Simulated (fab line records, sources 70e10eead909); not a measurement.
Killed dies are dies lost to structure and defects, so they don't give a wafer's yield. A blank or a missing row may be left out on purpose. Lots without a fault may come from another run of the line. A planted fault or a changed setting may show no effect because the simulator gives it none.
Chamber matching | flow nand_harc | NHARC_A_WL_FILL_ALD_02 on ald_metal-03: 4 sister chambers
The step deposits TiN, target thk 2 nm, pulse time 3 s, ald cycles 100. 4 wafers are shown with their chamber, then 9 later ones without.

WAFERS WITH THEIR CHAMBER
wafer  | chamber | heater_power_w (W)
L084.3 | 3       | 953
L085.6 | 2       | 1143
L090.3 | 0       | 1017
L090.5 | 1       | 1202

WAFERS WITHOUT THEIR CHAMBER
wafer  | heater_power_w (W)
L092.2 | 1143
L092.3 | 1206
L092.6 | 1130
L095.1 | 1121
L095.2 | 997
L095.3 | 950
L093.1 | 1048
L093.3 | 1180
L093.4 | 1145

WHICH CHAMBER EACH WENT THROUGH
wafer  | from the rows above     | in truth
L092.2 | 2                       | 2
L092.3 | 1                       | 1
L092.6 | 2                       | 2
L095.1 | 2                       | 2
L095.2 | can't be placed: 0 or 3 | 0
L095.3 | 3                       | 3
L093.1 | 0                       | 0
L093.3 | can't be placed: 1 or 2 | 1
L093.4 | 2                       | 2
Placed correctly: 7 of 9. Can't be placed from these rows: 2 (the true chamber is among the candidates in 2). Placed wrongly: 0.
How it was worked out, from the rows above alone: a wafer's distance from a chamber is the root of the sum, over the readings, of the square of ((its reading less the chamber's mean) divided by the reading's scatter). The wafer belongs to the nearest chamber; if the next one is less than 2 further off, it can't be placed. A chamber's mean is the mean of its shown wafers. The scatter: with one shown wafer a chamber, the root of the mean of the squares of how far each hidden wafer lies from its nearest shown one.
